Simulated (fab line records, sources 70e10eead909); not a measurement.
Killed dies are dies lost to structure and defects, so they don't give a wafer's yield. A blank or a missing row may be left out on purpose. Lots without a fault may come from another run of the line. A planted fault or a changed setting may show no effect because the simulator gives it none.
Which tool did it? | flow nand_harc | 24 lots, 72 wafers sampled, at 5 steps of a route of 1159

WHAT THE GAUGES READ, wafer by wafer
NHARC_A_SLIT_CD_MEAS_21.
lot  | measured     | on        | cd_nm (nm)
L074 | day 14 14:11 | cd_sem-01 | 288.3 288.9 288.0
L075 | day 14 15:53 | cd_sem-02 | 288.5 287.4 288.6
L076 | day 15 05:08 | cd_sem-03 | 290.7 290.2 290.8
L077 | day 15 04:25 | cd_sem-03 | 289.5 290.5 289.2
L079 | day 15 06:08 | cd_sem-02 | 289.7 290.4 290.4
L078 | day 15 23:08 | cd_sem-02 | 291.2 290.7 290.8
L080 | day 15 16:29 | cd_sem-03 | 292.0 290.6 290.5
L081 | day 16 05:30 | cd_sem-03 | 290.3 291.2 291.1
L082 | day 16 22:12 | cd_sem-03 | 288.6 289.0 288.5
L083 | day 16 22:21 | cd_sem-03 | 288.7 289.3 289.6
L086 | day 17 10:05 | cd_sem-02 | 290.8 290.5 290.8
L084 | day 17 22:25 | cd_sem-03 | 291.3 289.9 290.9
L087 | day 17 21:25 | cd_sem-01 | 290.2 290.4 290.3
L085 | day 17 23:05 | cd_sem-02 | 289.9 291.5 290.3
L092 | day 18 15:01 | cd_sem-03 | 290.1 290.7 290.3
L088 | day 18 14:22 | cd_sem-01 | 290.6 289.2 289.7
L090 | day 18 16:44 | cd_sem-02 | 289.9 289.9 290.3
L089 | day 18 16:05 | cd_sem-01 | 290.3 289.9 290.1
L091 | day 18 17:46 | cd_sem-03 | 289.1 289.8 289.9
L093 | day 18 22:31 | cd_sem-02 | 289.4 290.1 290.0
L094 | day 19 18:11 | cd_sem-01 | 289.2 288.9 290.1
L095 | day 19 18:22 | cd_sem-01 | 289.7 289.5 288.8
L096 | day 20 01:59 | cd_sem-01 | 288.9 289.3 288.9
L097 | day 20 03:40 | cd_sem-01 | 289.6 289.2 289.4

NHARC_A_SIN_REMOVE_INSPECT_04.
lot  | measured     | on                | raw_defect_count
L074 | day 14 21:53 | defect_inspect-01 | 234 203 302
L075 | day 14 21:53 | defect_inspect-02 | 318 308 365
L076 | day 15 12:11 | defect_inspect-01 | 226 231 327
L077 | day 15 12:14 | defect_inspect-01 | 165 273 285
L079 | day 15 12:12 | defect_inspect-02 | 263 222 248
L078 | day 16 13:26 | defect_inspect-02 | 246 238 254
L080 | day 16 00:13 | defect_inspect-02 | 484 362 416
L081 | day 16 13:26 | defect_inspect-01 | 289 292 221
L082 | day 17 05:49 | defect_inspect-02 | 313 344 442
L083 | day 17 05:49 | defect_inspect-01 | 266 241 282
L086 | day 17 17:43 | defect_inspect-02 | 286 317 322
L084 | day 18 05:07 | defect_inspect-01 | 230 311 448
L087 | day 18 05:07 | defect_inspect-02 | 259 352 325
L085 | day 18 05:09 | defect_inspect-01 | 264 359 206
L092 | day 18 22:06 | defect_inspect-02 | 247 363 215
L088 | day 18 22:06 | defect_inspect-01 | 256 214 298
L090 | day 18 22:07 | defect_inspect-02 | 361 346 294
L089 | day 18 22:08 | defect_inspect-01 | 253 169 293
L091 | day 19 02:50 | defect_inspect-01 | 225 187 273
L093 | day 19 07:38 | defect_inspect-01 | 483 370 342
L094 | day 20 01:51 | defect_inspect-02 | 388 388 666
L095 | day 20 01:52 | defect_inspect-01 | 273 379 308
L096 | day 20 09:43 | defect_inspect-02 | 265 268 191
L097 | day 20 09:43 | defect_inspect-01 | 326 320 356

WHICH TOOL RAN EACH LOT (tool, then ch and the chambers of the sampled wafers, then the start)
lot  | NHARC_A_STAIRCASE_ETCHBACK_422     | NHARC_A_SGD_CUT_ETCH_15                       | NHARC_A_SGD_CUT_CMP_21
L074 | rie_diel-02 ch 0,3, day 13 13:56   | rie_diel-11 ch 0,1,2, day 13 21:41 or earlier | cmp-02 ch 2,3, day 13 21:41
L075 | rie_diel-02 ch 0,2,3, day 13 14:05 | rie_diel-06 ch 0,1,2, day 13 21:41 or earlier | cmp-03 ch 0,2,3, day 13 21:41
L076 | rie_diel-02 ch 0,3, day 14 11:21   | rie_diel-06 ch 1,3, day 14 19:10 or earlier   | cmp-02 ch 0,1,3, day 14 19:10
L077 | rie_diel-02 ch 1,2,3, day 14 11:44 | rie_diel-09 ch 0,1,2, day 14 19:08 or earlier | cmp-03 ch 0,1,3, day 14 19:08
L079 | rie_diel-02 ch 1,2,3, day 14 13:37 | rie_diel-09 ch 0,3, day 14 19:10 or earlier   | cmp-01 ch 2,3, day 14 19:10
L078 | rie_diel-01 ch 1,3, day 14 22:28   | rie_diel-09 ch 1,2, day 15 08:55 or earlier   | cmp-02 ch 1,3, day 15 08:55
L080 | rie_diel-08 ch 1,2, day 14 23:52   | rie_diel-06 ch 1,2, day 15 08:57 or earlier   | cmp-01 ch 0,2,3, day 15 08:57
L081 | rie_diel-08 ch 0,1,2, day 15 13:57 | rie_diel-09 ch 0,1,2, day 15 21:57 or earlier | cmp-03 ch 1,2, day 15 21:57
L082 | rie_diel-01 ch 0,1,3, day 16 05:55 | rie_diel-09 ch 0,1,2, day 16 14:35 or earlier | cmp-02 ch 0,2,3, day 16 14:35
L083 | rie_diel-01 ch 0,3, day 16 06:34   | rie_diel-06 ch 0,1,2, day 16 14:33 or earlier | cmp-03 ch 0,1,3, day 16 14:33
L086 | rie_diel-02 ch 0,1,3, day 16 18:16 | rie_diel-06 ch 0,2,3, day 17 02:34 or earlier | cmp-02 ch 1,2,3, day 17 02:34
L084 | rie_diel-01 ch 2,3, day 17 04:38   | rie_diel-09 ch 1,2, day 17 14:00 or earlier   | cmp-02 ch 2,3, day 17 14:00
L087 | rie_diel-02 ch 0,1,3, day 17 04:53 | rie_diel-06 ch 0,1,3, day 17 13:59 or earlier | cmp-03 ch 0,2,3, day 17 13:59
L085 | rie_diel-01 ch 0,1,2, day 17 06:31 | rie_diel-06 ch 0,1,2, day 17 14:07 or earlier | cmp-02 ch 0,2,3, day 17 14:07
L092 | rie_diel-01 ch 0,1, day 17 21:17   | rie_diel-06 ch 1,2, day 18 06:33 or earlier   | cmp-03 ch 2,3, day 18 06:33
L088 | rie_diel-01 ch 0,2, day 17 21:34   | rie_diel-11 ch 1,2, day 18 06:34 or earlier   | cmp-02 ch 0,2,3, day 18 06:34
L090 | rie_diel-01 ch 0,1,2, day 17 21:49 | rie_diel-09 ch 0,1,2, day 18 06:42 or earlier | cmp-02 ch 0,2,3, day 18 06:42
L089 | rie_diel-02 ch 0,2,3, day 17 22:52 | rie_diel-06 ch 2,3, day 18 06:40 or earlier   | cmp-03 ch 0,2,3, day 18 06:40
L091 | rie_diel-02 ch 0,2, day 17 23:43   | rie_diel-11 ch 0,1,3, day 18 06:49 or earlier | cmp-03 ch 0,1, day 18 06:49
L093 | rie_diel-08 ch 0,1, day 18 02:34   | rie_diel-11 ch 0,2, day 18 15:17 or earlier   | cmp-02 ch 0,1,3, day 18 15:17
L094 | rie_diel-01 ch 1,2, day 18 22:32   | rie_diel-06 ch 1,2, day 19 07:44 or earlier   | cmp-01 ch 0,1,2, day 19 07:44
L095 | rie_diel-02 ch 0,1,3, day 18 23:06 | rie_diel-06 ch 0,1,3, day 19 07:41 or earlier | cmp-03 ch 0,1,2, day 19 07:41
L096 | rie_diel-08 ch 1,2,3, day 19 10:39 | rie_diel-06 ch 1,2, day 19 18:34 or earlier   | cmp-01 ch 0,1,3, day 19 18:34
L097 | rie_diel-08 ch 1,3, day 19 10:55   | rie_diel-11 ch 1,2,3, day 19 18:33 or earlier | cmp-02 ch 0,2, day 19 18:33
- NHARC_A_STAIRCASE_ETCHBACK_422: etches the open film in CH3F/O2, target depth 40 nm, time 74.286 s.
- NHARC_A_SGD_CUT_ETCH_15: etches the open film in CH3F/O2, target depth 75 nm, time 64.3 s.
- NHARC_A_SGD_CUT_CMP_21: polishes, target thk 148.19 nm.

WHAT THE TOOLS THEMSELVES READ (means of the sampled wafers that have a number; where no wafer has one, the mark that the record gives instead)
NHARC_A_STAIRCASE_ETCHBACK_422.
lot  | tool        | drypump_motor_current_A (A) | oes_product_au (a.u.) | rf_fwd_power_W (W) | rf_vpp_V (V) | showerhead_plenum_p_Torr (Torr) | throttle_valve_pct (%)
L074 | rie_diel-02 | 6.0                         | 0.99                  | 497.1              | 243.3        | 2.45                            | 20.672
L075 | rie_diel-02 | 6.0                         | 0.92                  | 496.4              | 245.7        | 2.50                            | 20.665
L076 | rie_diel-02 | 5.5                         | 0.93                  | 495.5              | 246.3        | 2.54                            | 20.660
L077 | rie_diel-02 | 6.1                         | 0.99                  | 494.4              | 243.4        | 2.39                            | 20.661
L079 | rie_diel-02 | 6.1                         | 0.99                  | 494.2              | 243.6        | 2.39                            | 20.663
L078 | rie_diel-01 | 5.2                         | 1.00                  | 496.1              | 244.3        | 2.49                            | 20.659
L080 | rie_diel-08 | 5.5                         | 0.92                  | 494.7              | 245.9        | 2.57                            | 20.666
L081 | rie_diel-08 | 5.5                         | 1.00                  | 494.8              | 245.4        | 2.52                            | 20.650
L082 | rie_diel-01 | 5.6                         | 1.00                  | 496.1              | 245.7        | 2.53                            | 20.664
L083 | rie_diel-01 | 5.7                         | 1.00                  | 496.7              | 245.8        | 2.59                            | 20.667
L086 | rie_diel-02 | 5.6                         | 1.00                  | 496.4              | 243.6        | 2.43                            | 20.672
L084 | rie_diel-01 | 5.4                         | 0.91                  | 496.0              | 244.1        | 2.45                            | 20.664
L087 | rie_diel-02 | 5.6                         | 0.93                  | 496.6              | 243.5        | 2.43                            | 20.671
L085 | rie_diel-01 | 5.7                         | 0.92                  | 496.0              | 245.1        | 2.50                            | 20.667
L092 | rie_diel-01 | 5.9                         | 0.99                  | 497.3              | 245.7        | 2.56                            | 20.657
L088 | rie_diel-01 | 5.7                         | 0.91                  | 496.1              | 244.6        | 2.49                            | 20.668
L090 | rie_diel-01 | 5.7                         | 0.92                  | 496.6              | 245.3        | 2.50                            | 20.656
L089 | rie_diel-02 | 6.0                         | 1.01                  | 494.1              | 244.8        | 2.48                            | 20.664
L091 | rie_diel-02 | 5.4                         | 0.99                  | 497.3              | 245.9        | 2.58                            | 20.665
L093 | rie_diel-08 | 5.4                         | 0.93                  | 495.9              | 245.4        | 2.46                            | 20.666
L094 | rie_diel-01 | 5.6                         | 0.93                  | 494.9              | 244.5        | 2.42                            | 20.664
L095 | rie_diel-02 | 5.6                         | 1.00                  | 495.6              | 243.8        | 2.42                            | 20.662
L096 | rie_diel-08 | 5.6                         | 1.00                  | 496.6              | 246.0        | 2.51                            | 20.660
L097 | rie_diel-08 | 5.7                         | 0.93                  | 496.9              | 244.7        | 2.47                            | 20.665

NHARC_A_SGD_CUT_ETCH_15.
lot  | tool        | drypump_motor_current_A (A) | oes_product_au (a.u.) | rf_fwd_power_W (W) | rf_vpp_V (V) | showerhead_plenum_p_Torr (Torr) | throttle_valve_pct (%)
L074 | rie_diel-11 | 5.48                        | 0.962                 | 493.4              | 262.8        | 2.38                            | 20.659
L075 | rie_diel-06 | 5.46                        | 0.949                 | 493.1              | 264.6        | 2.54                            | 20.669
L076 | rie_diel-06 | 5.51                        | 0.947                 | 495.9              | 265.8        | 2.61                            | 20.659
L077 | rie_diel-09 | 5.64                        | 0.970                 | 496.1              | 264.3        | 2.48                            | 20.658
L079 | rie_diel-09 | 5.44                        | 0.963                 | 495.8              | 263.7        | 2.44                            | 20.660
L078 | rie_diel-09 | 5.75                        | 0.927                 | 494.0              | 265.1        | 2.52                            | 20.653
L080 | rie_diel-06 | 5.52                        | 0.970                 | 492.8              | 264.0        | 2.49                            | 20.660
L081 | rie_diel-09 | 5.63                        | 0.970                 | 495.1              | 264.3        | 2.47                            | 20.664
L082 | rie_diel-09 | 5.65                        | 0.961                 | 495.7              | 263.9        | 2.47                            | 20.667
L083 | rie_diel-06 | 5.47                        | 0.970                 | 494.7              | 264.5        | 2.53                            | 20.656
L086 | rie_diel-06 | 5.30                        | 0.964                 | 496.6              | 264.4        | 2.51                            | 20.667
L084 | rie_diel-09 | 5.75                        | 0.957                 | 494.5              | 264.0        | 2.51                            | 20.658
L087 | rie_diel-06 | 5.48                        | 0.962                 | 495.1              | 265.1        | 2.59                            | 20.663
L085 | rie_diel-06 | 5.45                        | 0.962                 | 494.2              | 264.6        | 2.53                            | 20.656
L092 | rie_diel-06 | 5.70                        | 0.968                 | 496.1              | 265.2        | 2.57                            | 20.659
L088 | rie_diel-11 | 5.53                        | 0.957                 | 494.8              | 262.9        | 2.41                            | 20.665
L090 | rie_diel-09 | 5.64                        | 0.967                 | 496.0              | 264.0        | 2.47                            | 20.659
L089 | rie_diel-06 | 5.36                        | 0.963                 | 498.1              | 265.8        | 2.53                            | 20.673
L091 | rie_diel-11 | 5.60                        | 0.967                 | 495.5              | 263.6        | 2.39                            | 20.665
L093 | rie_diel-11 | 5.54                        | 0.964                 | 493.8              | 261.9        | 2.34                            | 20.669
L094 | rie_diel-06 | 5.68                        | 0.952                 | 495.0              | 265.6        | 2.57                            | 20.663
L095 | rie_diel-06 | 5.47                        | 0.958                 | 495.9              | 265.5        | 2.59                            | 20.668
L096 | rie_diel-06 | 5.53                        | 0.968                 | 494.2              | 263.7        | 2.49                            | 20.654
L097 | rie_diel-11 | 5.65                        | 0.973                 | 495.7              | 262.6        | 2.39                            | 20.661

NHARC_A_SGD_CUT_CMP_21.
lot  | tool   | motor_current_A (A) | time_to_endpoint_s (s)
L074 | cmp-02 | 11.3                | 50.2
L075 | cmp-03 | 11.8                | 48.0
L076 | cmp-02 | 12.4                | 50.7
L077 | cmp-03 | 11.8                | 50.8
L079 | cmp-01 | 10.9                | 47.5
L078 | cmp-02 | 11.8                | 52.3
L080 | cmp-01 | 11.8                | 47.4
L081 | cmp-03 | 11.9                | 52.0
L082 | cmp-02 | 11.9                | 51.9
L083 | cmp-03 | 11.5                | 51.3
L086 | cmp-02 | 11.3                | 52.8
L084 | cmp-02 | 11.5                | 49.8
L087 | cmp-03 | 11.4                | 48.2
L085 | cmp-02 | 11.9                | 48.4
L092 | cmp-03 | 11.3                | 51.9
L088 | cmp-02 | 12.3                | 47.0
L090 | cmp-02 | 12.2                | 49.8
L089 | cmp-03 | 11.6                | 52.8
L091 | cmp-03 | 11.6                | 49.2
L093 | cmp-02 | 12.6                | 48.1
L094 | cmp-01 | 11.8                | 50.7
L095 | cmp-03 | 11.7                | 52.7
L096 | cmp-01 | 11.9                | 47.0
L097 | cmp-02 | 11.8                | 50.0

THE ANSWER, worked out from the rows above alone
Rule: what is usual is taken from the lots themselves. Put in order of their means at a reading, lots are off if they are a third of the lots or fewer, leave a main group of 4 or more, and stand apart from it by a gap of 3 or more times the standard deviation of the main group's means; of several such gaps the widest counts. A main group whose means are all the same, to the digits that the tables above print for the reading, isn't used. A lot without any number at a reading at which 4 lots or more have one is off too. The other lots that the step has rows for count as sound. The gauges are gone through in route order, then the tools' own readings, and for those a lot's mean is taken as printed above. The first step at which some lot is off is used, and at that step the reading that is off furthest; a lot without a number counts as furthest.
No lot is off at any reading shown: from this, nothing can be told.

WHAT THE SIMULATOR HAD PUT IN
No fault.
